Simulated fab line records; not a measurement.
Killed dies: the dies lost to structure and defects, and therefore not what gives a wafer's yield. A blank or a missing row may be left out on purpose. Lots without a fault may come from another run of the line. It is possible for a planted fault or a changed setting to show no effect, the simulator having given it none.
A lot that was struck, set against a sound lot | flow n5 finfet | 14 out of 1938 route steps
Sound: the wafers L321.2, L321.3, L321.5. Struck: wafers L315.2, L315.6. (L315.4 of the same lot was not struck and is left out.) The cause comes at the end.
Each step with rows lists, per side, the tool, then ch with its chambers, then its first start. Under that, the readings that differ: sound wafers | struck wafers | difference of the means | sigmas: that difference in standard deviations of wafers without a fault.
alike: readings with means less than 2 such deviations apart, plus words and numbers identical on both sides. not compared: withheld readings, readings lacking a value on some wafer, bounds such as >300 that could conceal the same value, and numbers that have no deviation in the record and whose values overlap.
A row with sigmas, a row that says differs or no value, or rows on one side alone: a step with any of these is where the two part. Non-overlapping numbers with no deviation appear without sigmas and do not part them. Lack of a reading on every wafer of one side parts them only where that side has two or more wafers.

first, 2 steps without rows for these wafers: N5_BEOL_M10_PRECLEAN_42 (cleans in residue remover, time 60 s); N5_BEOL_M10_SRD_43 (time 30 s).
N5_BEOL_M10_CD_MEAS_35 targets a cd of 70 nm.
  struck on cd sem-02, day 13 16:35; sound on cd sem-03, day 15 09:20
  alike: cd nm
N5_BEOL_M10_CURE_72: cures SiCOH lowk, time 120 s.
  sound on uv cure-01 ch 1, day 15 09:34; struck on uv cure-01 ch 1, day 13 16:41
  alike: lamp power pct, wafer_temp_C_max
then, 2 steps without rows for these wafers: N5_BEOL_M10_DEGAS_44 (time 60 s); N5_BEOL_M10_PRE_CLEAN_45 (time 30 s).
N5_BEOL_M10_ALD_74: deposits TaN, target thk 2 nm, pulse time 2 s, purge time 3 s.
  sound on ald metal-01 ch 0,1,2, day 15 10:19; struck on ald metal-02 ch 0,1, day 13 17:15
  alike: heater power w
  not compared: since wet clean h
N5_BEOL_M10_SURFACE_TREAT_76:
  struck on pvd sputter-03, day 13 17:34; sound on pvd sputter-03, day 15 10:38
  not compared: throttle valve pct
then, 1 step without rows for these wafers: N5_BEOL_M10_CVD_75 (deposits Co from CCTBA/H2, target thk 2 nm, time 138.9 s).
N5_BEOL_M10_SPUTTER_48: material Cu, target thk 12 nm, time 2 s.
  struck on pvd sputter-01, day 13 18:35; sound on pvd sputter-02, day 15 11:06
  alike: chuck sensor temp C, substrate temp c, throttle valve pct
then, 1 step without rows for these wafers: N5_BEOL_M10_ECD_50 (material Cu, target thk 318 nm).
N5_BEOL_M10_ANNEAL_51: time 90 s.
  sound on rtp anneal-02 ch 0, day 15 11:33; struck on rtp anneal-02 ch 0, day 13 19:01
  alike: wafer_temp_C_max
N5_BEOL_M10_CMP_52: polishes, stops on SiCOH lowk, t overpolish 7 s, target thk 140 nm.
  sound on cmp-04 ch 2,3, day 15 11:51; struck on cmp-03 ch 2,3, day 13 19:20
  reading                      | sound          | struck    | difference | sigmas
  barrier field endpoint s (s) | 28.7 28.6 29.2 | 15.7 16.5 | -12.7      | -15
  time to endpoint s (s)       | 64 69 64       | 34 36     | -31        | -8
  alike: motor current A, overpolish run s
then, 1 step without rows for these wafers: N5_PASSIVATION_PROBE_49.

WHERE THEY PART
Within this record, at N5_BEOL_M10_CMP_52 only.

WHY: the cause the simulator had injected
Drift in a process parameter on cmp-03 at N5_BEOL_M10_CMP_52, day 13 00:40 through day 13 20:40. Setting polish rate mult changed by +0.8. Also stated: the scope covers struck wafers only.
